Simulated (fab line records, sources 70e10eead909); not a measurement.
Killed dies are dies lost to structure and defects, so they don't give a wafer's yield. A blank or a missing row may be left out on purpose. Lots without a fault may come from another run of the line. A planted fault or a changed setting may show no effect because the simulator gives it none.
Which tool did it? | flow nand_harc | 24 lots, 72 wafers sampled, at 6 steps of a route of 1159

WHAT THE GAUGES READ, wafer by wafer
NHARC_P_M0_THK_MEAS_24: measures by xrf. Usual: thk_nm 117.5 nm, standard deviation 1.3.
lot  | measured     | on            | thk_nm (nm)       | flag
L074 | day 5 17:35  | film_metro-01 | 115.8 117.8 117.4 |
L075 | day 6 03:42  | film_metro-01 | 119.9 119.9 118.8 |
L076 | day 6 17:28  | film_metro-01 | 117.6 118.3 117.4 |
L077 | day 6 17:08  | film_metro-02 | 116.3 115.3 114.5 |
L078 | day 7 02:21  | film_metro-01 | 119.7 117.2 117.7 |
L079 | day 7 02:25  | film_metro-02 | 117.4 116.0 116.1 |
L080 | day 7 23:21  | film_metro-02 | 117.3 118.0 118.7 |
L081 | day 8 00:02  | film_metro-02 | 117.5 116.5 115.9 |
L082 | day 7 23:53  | film_metro-02 | 118.7 116.8 117.2 |
L083 | day 8 08:06  | film_metro-01 | 117.9 117.7 115.7 |
L084 | day 8 17:06  | film_metro-02 | 116.8 116.4 117.8 |
L085 | day 9 01:56  | film_metro-02 | 117.2 118.3 117.8 |
L086 | day 9 02:34  | film_metro-02 | 114.1 116.0 115.7 |
L087 | day 9 13:57  | film_metro-02 | 114.9 117.0 117.1 |
L088 | day 9 14:59  | film_metro-02 | 118.3 118.7 116.8 |
L089 | day 9 14:27  | film_metro-02 | 117.6 119.0 120.9 |
L090 | day 9 22:17  | film_metro-02 | 117.6 117.3 116.4 |
L091 | day 9 23:58  | film_metro-02 | 117.2 117.5 116.6 |
L092 | day 10 20:59 | film_metro-02 | 119.8 118.6 117.3 |
L093 | day 10 20:26 | film_metro-02 | 117.2 119.1 116.2 |
L094 | day 10 23:38 | film_metro-02 | 115.5 116.4 116.4 |
L095 | day 10 21:55 | film_metro-02 | 118.2 118.5 117.7 |
L096 | day 11 07:51 | film_metro-02 | 119.0 116.8 117.2 |
L097 | day 11 08:29 | film_metro-02 | 117.6 120.5 118.5 |

WHICH TOOL RAN EACH LOT (tool, then ch and the chambers of the sampled wafers, then the start)
lot  | NHARC_P_ZERO_WELL_DESCUM_13       | NHARC_P_CONTACT_ALD_22              | NHARC_P_CONTACT_CMP_24        | NHARC_P_M0_PVD_20                       | NHARC_P_M0_ANNEAL_30
L074 | rie_diel-07 ch 1,2,3, day 1 13:25 | ald_metal-04 ch 0,2,3, day 5 12:58  | cmp-03 ch 2,3, day 5 13:46    | pvd_sputter-02, day 5 16:56 or earlier  | rtp_anneal-02 ch 0, day 5 16:56
L075 | rie_diel-04 ch 0,1,2, day 1 19:30 | ald_metal-04 ch 0,1,2, day 5 19:53  | cmp-03 ch 0,2,3, day 5 23:48  | pvd_sputter-03, day 6 03:02 or earlier  | rtp_anneal-02 ch 0, day 6 03:02
L076 | rie_diel-04 ch 0,2, day 2 01:24   | ald_metal-02 ch 0,1,3, day 6 08:01  | cmp-03 ch 0,2,3, day 6 13:35  | pvd_sputter-02, day 6 16:51 or earlier  | rtp_anneal-02 ch 0, day 6 16:51
L077 | rie_diel-07 ch 0,3, day 2 07:33   | ald_metal-04 ch 0,1,2, day 6 07:34  | cmp-04 ch 0,3, day 6 13:20    | pvd_sputter-03, day 6 16:28 or earlier  | rtp_anneal-01 ch 0, day 6 16:28
L078 | rie_diel-07 ch 0,1,2, day 2 13:24 | ald_metal-02 ch 1,2, day 6 18:06    | cmp-02 ch 0,2,3, day 6 22:22  | pvd_sputter-01, day 7 01:41 or earlier  | rtp_anneal-01 ch 0, day 7 01:41
L079 | rie_diel-07 ch 1,2,3, day 2 19:23 | ald_metal-04 ch 1,2,3, day 6 18:40  | cmp-03 ch 0,1,3, day 6 22:40  | pvd_sputter-02, day 7 01:46 or earlier  | rtp_anneal-02 ch 0, day 7 01:46
L080 | rie_diel-07 ch 0,2,3, day 3 01:17 | ald_metal-02 ch 0,1, day 7 10:53    | cmp-02 ch 0,1,2, day 7 19:34  | pvd_sputter-02, day 7 22:43 or earlier  | rtp_anneal-02 ch 0, day 7 22:43
L081 | rie_diel-04 ch 0,2,3, day 3 07:25 | ald_metal-01 ch 0,1,2, day 7 12:04  | cmp-04 ch 0,3, day 7 20:10    | pvd_sputter-02, day 7 23:22 or earlier  | rtp_anneal-02 ch 0, day 7 23:22
L082 | rie_diel-04 ch 1,2, day 3 13:19   | ald_metal-04 ch 0,1,2, day 7 11:17  | cmp-03 ch 0,2,3, day 7 20:04  | pvd_sputter-03, day 7 23:13 or earlier  | rtp_anneal-01 ch 0, day 7 23:13
L083 | rie_diel-04 ch 0,1,3, day 3 19:40 | ald_metal-01 ch 0,1,3, day 8 03:01  | cmp-02 ch 0,3, day 8 03:51    | pvd_sputter-03, day 8 07:35 or earlier  | rtp_anneal-02 ch 0, day 8 07:35
L084 | rie_diel-07 ch 0,1,3, day 4 01:17 | ald_metal-02 ch 1,3, day 8 08:22    | cmp-04 ch 0,1,2, day 8 13:23  | pvd_sputter-01, day 8 16:26 or earlier  | rtp_anneal-01 ch 0, day 8 16:26
L085 | rie_diel-04 ch 2,3, day 4 07:17   | ald_metal-04 ch 1,2,3, day 8 21:13  | cmp-02 ch 0,1,3, day 8 22:04  | pvd_sputter-03, day 9 01:19 or earlier  | rtp_anneal-02 ch 0, day 9 01:19
L086 | rie_diel-10 ch 0,1, day 4 13:26   | ald_metal-01 ch 1,2,3, day 8 21:45  | cmp-04 ch 0,1,2, day 8 22:41  | pvd_sputter-02, day 9 01:57 or earlier  | rtp_anneal-02 ch 0, day 9 01:57
L087 | rie_diel-07 ch 0,1,2, day 4 19:24 | ald_metal-01 ch 1,3, day 9 02:22    | cmp-04 ch 2,3, day 9 10:03    | pvd_sputter-01, day 9 13:17 or earlier  | rtp_anneal-02 ch 0, day 9 13:17
L088 | rie_diel-07 ch 0,1,3, day 5 01:18 | ald_metal-04 ch 0,1,3, day 9 05:23  | cmp-03 ch 0,2, day 9 11:09    | pvd_sputter-01, day 9 14:26 or earlier  | rtp_anneal-02 ch 0, day 9 14:26
L089 | rie_diel-10 ch 1,3, day 5 07:24   | ald_metal-02 ch 0,2, day 9 04:23    | cmp-02 ch 0,1,2, day 9 10:38  | pvd_sputter-02, day 9 13:53 or earlier  | rtp_anneal-01 ch 0, day 9 13:53
L090 | rie_diel-10 ch 0,3, day 5 13:17   | ald_metal-01 ch 0,3, day 9 17:17    | cmp-03 ch 0,2,3, day 9 18:14  | pvd_sputter-03, day 9 21:38 or earlier  | rtp_anneal-01 ch 0, day 9 21:38
L091 | rie_diel-07 ch 0,1,2, day 5 19:37 | ald_metal-04 ch 1,2,3, day 9 18:59  | cmp-04 ch 0,2, day 9 20:08    | pvd_sputter-01, day 9 23:17 or earlier  | rtp_anneal-01 ch 0, day 9 23:17
L092 | rie_diel-10 ch 1,2, day 6 01:31   | ald_metal-01 ch 0,3, day 10 12:13   | cmp-02 ch 0,2,3, day 10 17:10 | pvd_sputter-02, day 10 20:19 or earlier | rtp_anneal-02 ch 0, day 10 20:19
L093 | rie_diel-07 ch 1,2,3, day 6 07:24 | ald_metal-02 ch 0,1,2, day 10 12:04 | cmp-04 ch 0,1,2, day 10 16:34 | pvd_sputter-01, day 10 19:46 or earlier | rtp_anneal-01 ch 0, day 10 19:46
L094 | rie_diel-07 ch 0,1,2, day 6 13:24 | ald_metal-01 ch 1,2, day 10 18:49   | cmp-02 ch 1,2, day 10 19:41   | pvd_sputter-02, day 10 23:02 or earlier | rtp_anneal-01 ch 0, day 10 23:02
L095 | rie_diel-04 ch 0,1, day 6 19:24   | ald_metal-02 ch 1,2,3, day 10 17:16 | cmp-04 ch 1,2,3, day 10 18:09 | pvd_sputter-03, day 10 21:15 or earlier | rtp_anneal-01 ch 0, day 10 21:15
L096 | rie_diel-10 ch 0,1, day 7 01:17   | ald_metal-02 ch 0,2,3, day 11 03:07 | cmp-02 ch 0,3, day 11 03:56   | pvd_sputter-02, day 11 07:17 or earlier | rtp_anneal-02 ch 0, day 11 07:17
L097 | rie_diel-10 ch 2,3, day 7 07:17   | ald_metal-01 ch 0,1,2, day 11 03:34 | cmp-04 ch 0,1,3, day 11 04:27 | pvd_sputter-02, day 11 07:55 or earlier | rtp_anneal-02 ch 0, day 11 07:55
- NHARC_P_ZERO_WELL_DESCUM_13: chemistry O2, time 3 s.
- NHARC_P_CONTACT_ALD_22: deposits TiN, target thk 3 nm, pulse time 1 s, ald cycles 150.
- NHARC_P_CONTACT_CMP_24: polishes, t overpolish 30 s, target thk 200 nm.
- NHARC_P_M0_PVD_20: deposits TaN, target thk 5 nm, time 8.06 s.
- NHARC_P_M0_ANNEAL_30: time 90 s.

WHAT THE TOOLS THEMSELVES READ (means of the sampled wafers that have a number; where no wafer has one, the mark that the record gives instead)
NHARC_P_ZERO_WELL_DESCUM_13. Usual: drypump_motor_current_A 5.6 A, standard deviation 0.41; o2_flow_sccm 200.0 sccm, standard deviation 0.67; oes_product_au 1.000 a.u., standard deviation 0.0075; rf_vpp_V 57.8 V, standard deviation 0.9; showerhead_plenum_p_Torr 1.92 Torr, standard deviation 0.096; throttle_valve_pct 11.310 %, standard deviation 0.009.
lot  | tool        | drypump_motor_current_A (A) | o2_flow_sccm (sccm) | oes_product_au (a.u.) | rf_vpp_V (V) | showerhead_plenum_p_Torr (Torr) | throttle_valve_pct (%) | flag
L074 | rie_diel-07 | 5.3                         | 199.7               | 0.997                 | 58.0         | 1.92                            | 11.320                 |
L075 | rie_diel-04 | 5.8                         | 199.6               | 0.997                 | 57.3         | 1.99                            | 11.312                 |
L076 | rie_diel-04 | 5.9                         | 199.9               | 1.011                 | 58.6         | 2.00                            | 11.312                 |
L077 | rie_diel-07 | 5.7                         | 199.3               | 1.002                 | 58.1         | 1.91                            | 11.308                 |
L078 | rie_diel-07 | 5.6                         | 199.8               | 1.003                 | 57.2         | 1.86                            | 11.310                 |
L079 | rie_diel-07 | 5.3                         | 199.9               | 0.996                 | 58.1         | 1.92                            | 11.311                 |
L080 | rie_diel-07 | 5.6                         | 200.1               | 0.999                 | 58.1         | 1.92                            | 11.308                 |
L081 | rie_diel-04 | 6.2                         | 200.1               | 1.004                 | 58.2         | 1.93                            | 11.306                 |
L082 | rie_diel-04 | 5.7                         | 199.9               | 1.005                 | 58.0         | 1.97                            | 11.311                 |
L083 | rie_diel-04 | 5.8                         | 200.0               | 0.995                 | 58.6         | 1.97                            | 11.310                 |
L084 | rie_diel-07 | 5.4                         | 200.6               | 0.998                 | 57.7         | 1.91                            | 11.309                 |
L085 | rie_diel-04 | 6.4                         | 200.3               | 0.993                 | 57.5         | 1.86                            | 11.307                 |
L086 | rie_diel-10 | 5.8                         | 200.4               | 1.003                 | 57.6         | 1.88                            | 11.310                 |
L087 | rie_diel-07 | 5.6                         | 200.1               | 1.003                 | 56.9         | 1.85                            | 11.313                 |
L088 | rie_diel-07 | 5.4                         | 200.1               | 0.999                 | 57.6         | 1.91                            | 11.312                 |
L089 | rie_diel-10 | 5.7                         | 200.2               | 1.001                 | 57.9         | 1.84                            | 11.307                 |
L090 | rie_diel-10 | 5.6                         | 199.5               | 1.004                 | 57.9         | 1.99                            | 11.307                 |
L091 | rie_diel-07 | 5.6                         | 200.1               | 1.001                 | 57.6         | 1.85                            | 11.310                 |
L092 | rie_diel-10 | 5.7                         | 199.8               | 1.008                 | 58.2         | 1.97                            | 11.299                 |
L093 | rie_diel-07 | 5.3                         | 199.8               | 1.000                 | 57.9         | 1.92                            | 11.322                 |
L094 | rie_diel-07 | 5.6                         | 199.3               | 0.998                 | 57.2         | 1.85                            | 11.308                 |
L095 | rie_diel-04 | 5.5                         | 200.8               | 0.998                 | 58.6         | 2.03                            | 11.310                 |
L096 | rie_diel-10 | 5.7                         | 200.4               | 0.995                 | 58.9         | 1.96                            | 11.302                 |
L097 | rie_diel-10 | 5.6                         | 199.8               | 1.004                 | 57.5         | 1.93                            | 11.307                 |

NHARC_P_CONTACT_ALD_22. Usual: heater_power_w 1092 W, standard deviation 100; precursor_pulse_height_rel 1.002, standard deviation 0.018; susceptor_temp_C 450.04 C, standard deviation 0.22.
lot  | tool         | heater_power_w (W) | precursor_pulse_height_rel | susceptor_temp_C (C) | flag
L074 | ald_metal-04 | 1117               | 0.985                      | 450.10               |
L075 | ald_metal-04 | 1109               | 0.975                      | 449.97               |
L076 | ald_metal-02 | 1085               | 1.002                      | 449.92               |
L077 | ald_metal-04 | 1115               | 1.007                      | 449.92               |
L078 | ald_metal-02 | 1040               | 0.994                      | 449.96               |
L079 | ald_metal-04 | 1115               | 1.007                      | 450.06               |
L080 | ald_metal-02 | 1016               | 1.014                      | 449.90               |
L081 | ald_metal-01 | 1035               | 1.012                      | 450.00               |
L082 | ald_metal-04 | 1106               | 0.981                      | 450.07               |
L083 | ald_metal-01 | 1019               | 0.993                      | 450.31               |
L084 | ald_metal-02 | 1111               | 1.004                      | 449.96               |
L085 | ald_metal-04 | 1101               | 1.000                      | 450.06               |
L086 | ald_metal-01 | 1071               | 1.026                      | 450.07               |
L087 | ald_metal-01 | 980                | 1.004                      | 449.75               |
L088 | ald_metal-04 | 1189               | 1.000                      | 449.93               |
L089 | ald_metal-02 | 1067               | 1.003                      | 449.96               |
L090 | ald_metal-01 | 1055               | 1.004                      | 449.84               |
L091 | ald_metal-04 | 1135               | 0.997                      | 450.20               |
L092 | ald_metal-01 | 1060               | 0.991                      | 449.86               |
L093 | ald_metal-02 | 1011               | 0.998                      | 450.11               |
L094 | ald_metal-01 | 1095               | 1.018                      | 450.21               |
L095 | ald_metal-02 | 1059               | 0.991                      | 450.15               |
L096 | ald_metal-02 | 1088               | 1.014                      | 449.98               |
L097 | ald_metal-01 | 1048               | 0.991                      | 450.07               |

NHARC_P_CONTACT_CMP_24. Usual: edge_zone_pressure_frac 1.000, standard deviation 0.0051; motor_current_A 11.9 A, standard deviation 1.1; overpolish_run_s 30.000 s, standard deviation 0.009; retaining_ring_pressure_frac 1.000, standard deviation 0.0049; slurry_flow_ml_min 150.0, standard deviation 0.45; time_to_endpoint_s 38.8 s, standard deviation 2.5.
lot  | tool   | edge_zone_pressure_frac | motor_current_A (A) | overpolish_run_s (s) | retaining_ring_pressure_frac | slurry_flow_ml_min | time_to_endpoint_s (s) | flag
L074 | cmp-03 | 1.004                   | 12.7                | 30.003               | 1.003                        | 149.8              | 35.6                   |
L075 | cmp-03 | 0.999                   | 13.4                | 30.012               | 1.003                        | 150.3              | 35.4                   |
L076 | cmp-03 | 1.001                   | 12.9                | 29.996               | 1.000                        | 150.1              | 38.0                   |
L077 | cmp-04 | 0.993                   | 10.6                | 30.007               | 0.994                        | 149.9              | 36.5                   |
L078 | cmp-02 | 1.002                   | 11.7                | 29.991               | 0.999                        | 150.5              | 39.3                   |
L079 | cmp-03 | 0.999                   | 12.9                | 29.995               | 0.997                        | 150.2              | 41.2                   |
L080 | cmp-02 | 1.001                   | 11.9                | 29.992               | 0.998                        | 149.9              | 40.3                   |
L081 | cmp-04 | 1.001                   | 11.2                | 30.002               | 1.002                        | 149.8              | 38.2                   |
L082 | cmp-03 | 1.000                   | 13.4                | 29.998               | 1.006                        | 149.8              | 38.9                   |
L083 | cmp-02 | 1.000                   | 12.1                | 29.999               | 1.001                        | 150.1              | 38.9                   |
L084 | cmp-04 | 1.001                   | 10.6                | 30.011               | 1.005                        | 149.8              | 39.8                   |
L085 | cmp-02 | 0.999                   | 11.7                | 29.996               | 0.996                        | 150.1              | 38.9                   |
L086 | cmp-04 | 1.003                   | 11.0                | 29.994               | 1.002                        | 150.1              | 36.9                   |
L087 | cmp-04 | 0.999                   | 11.8                | 29.997               | 1.001                        | 149.8              | 38.3                   |
L088 | cmp-03 | 1.006                   | 12.9                | 29.996               | 1.004                        | 150.1              | 35.3                   |
L089 | cmp-02 | 0.999                   | 12.3                | 30.003               | 1.002                        | 150.4              | 38.9                   |
L090 | cmp-03 | 1.001                   | 12.9                | 30.012               | 0.998                        | 150.1              | 35.5                   |
L091 | cmp-04 | 0.998                   | 10.6                | 30.001               | 1.002                        | 149.9              | 39.2                   |
L092 | cmp-02 | 1.001                   | 11.5                | 29.997               | 0.999                        | 149.9              | 42.7                   |
L093 | cmp-04 | 1.002                   | 11.0                | 30.003               | 0.997                        | 149.2              | 39.7                   |
L094 | cmp-02 | 0.995                   | 12.2                | 29.996               | 1.004                        | 150.1              | 39.6                   |
L095 | cmp-04 | 1.001                   | 11.3                | 29.998               | 1.001                        | 150.0              | 42.7                   |
L096 | cmp-02 | 1.000                   | 11.7                | 29.999               | 0.997                        | 149.7              | 38.3                   |
L097 | cmp-04 | 0.999                   | 10.6                | 29.993               | 1.001                        | 150.4              | 42.5                   |

NHARC_P_M0_PVD_20. Usual: cathode_dc_power_W 15000 W, standard deviation 2.7; throttle_valve_pct 30.0 %, standard deviation 0.93.
lot  | tool           | cathode_dc_power_W (W) | throttle_valve_pct (%) | flag
L074 | pvd_sputter-02 | 15002                  | 30.4                   |
L075 | pvd_sputter-03 | 15001                  | 30.6                   |
L076 | pvd_sputter-02 | 14999                  | 30.1                   |
L077 | pvd_sputter-03 | 15000                  | 30.4                   |
L078 | pvd_sputter-01 | 15002                  | 31.2                   |
L079 | pvd_sputter-02 | 14998                  | 29.6                   |
L080 | pvd_sputter-02 | 15001                  | 30.3                   |
L081 | pvd_sputter-02 | 14998                  | 30.2                   |
L082 | pvd_sputter-03 | 14997                  | 30.0                   |
L083 | pvd_sputter-03 | 14998                  | 29.4                   |
L084 | pvd_sputter-01 | 14999                  | 30.7                   |
L085 | pvd_sputter-03 | 15002                  | 30.5                   |
L086 | pvd_sputter-02 | 15002                  | 30.2                   |
L087 | pvd_sputter-01 | 14998                  | 30.5                   |
L088 | pvd_sputter-01 | 15000                  | 30.7                   |
L089 | pvd_sputter-02 | 14999                  | 29.4                   |
L090 | pvd_sputter-03 | 15001                  | 30.5                   |
L091 | pvd_sputter-01 | 15000                  | 30.4                   |
L092 | pvd_sputter-02 | 15003                  | 28.7                   |
L093 | pvd_sputter-01 | 14999                  | 30.1                   |
L094 | pvd_sputter-02 | 15000                  | 29.4                   |
L095 | pvd_sputter-03 | 15001                  | 29.3                   |
L096 | pvd_sputter-02 | 15001                  | 29.3                   |
L097 | pvd_sputter-02 | 15004                  | 29.8                   |

NHARC_P_M0_ANNEAL_30. Usual: wafer_temp_C_max 226.7, standard deviation 0.37.
lot  | tool          | wafer_temp_C_max | flag
L074 | rtp_anneal-02 | 227.1            |
L075 | rtp_anneal-02 | 227.0            |
L076 | rtp_anneal-02 | 226.5            |
L077 | rtp_anneal-01 | 226.1            |
L078 | rtp_anneal-01 | 226.4            |
L079 | rtp_anneal-02 | 227.1            |
L080 | rtp_anneal-02 | 226.5            |
L081 | rtp_anneal-02 | 226.3            |
L082 | rtp_anneal-01 | 226.4            |
L083 | rtp_anneal-02 | 226.8            |
L084 | rtp_anneal-01 | 226.6            |
L085 | rtp_anneal-02 | 226.8            |
L086 | rtp_anneal-02 | 227.1            |
L087 | rtp_anneal-02 | 226.7            |
L088 | rtp_anneal-02 | 226.7            |
L089 | rtp_anneal-01 | 226.3            |
L090 | rtp_anneal-01 | 226.4            |
L091 | rtp_anneal-01 | 226.5            |
L092 | rtp_anneal-02 | 226.8            |
L093 | rtp_anneal-01 | 226.2            |
L094 | rtp_anneal-01 | 226.6            |
L095 | rtp_anneal-01 | 226.3            |
L096 | rtp_anneal-02 | 226.5            |
L097 | rtp_anneal-02 | 226.7            |

THE ANSWER, worked out from the rows above alone
Rule: a lot is off if the mean of its wafers that have a number lies more than 3 standard deviations from the usual mean. A lot without any number at a reading at which 4 lots or more have one is off too. The other lots that the step has rows for count as sound. The gauges are gone through in route order, then the tools' own readings, and for those a lot's mean is taken as printed above. The first step at which some lot is off is used, and at that step the reading that is off furthest; a lot without a number counts as furthest.
No lot is off at any reading shown: from this, nothing can be told.

WHAT THE SIMULATOR HAD PUT IN
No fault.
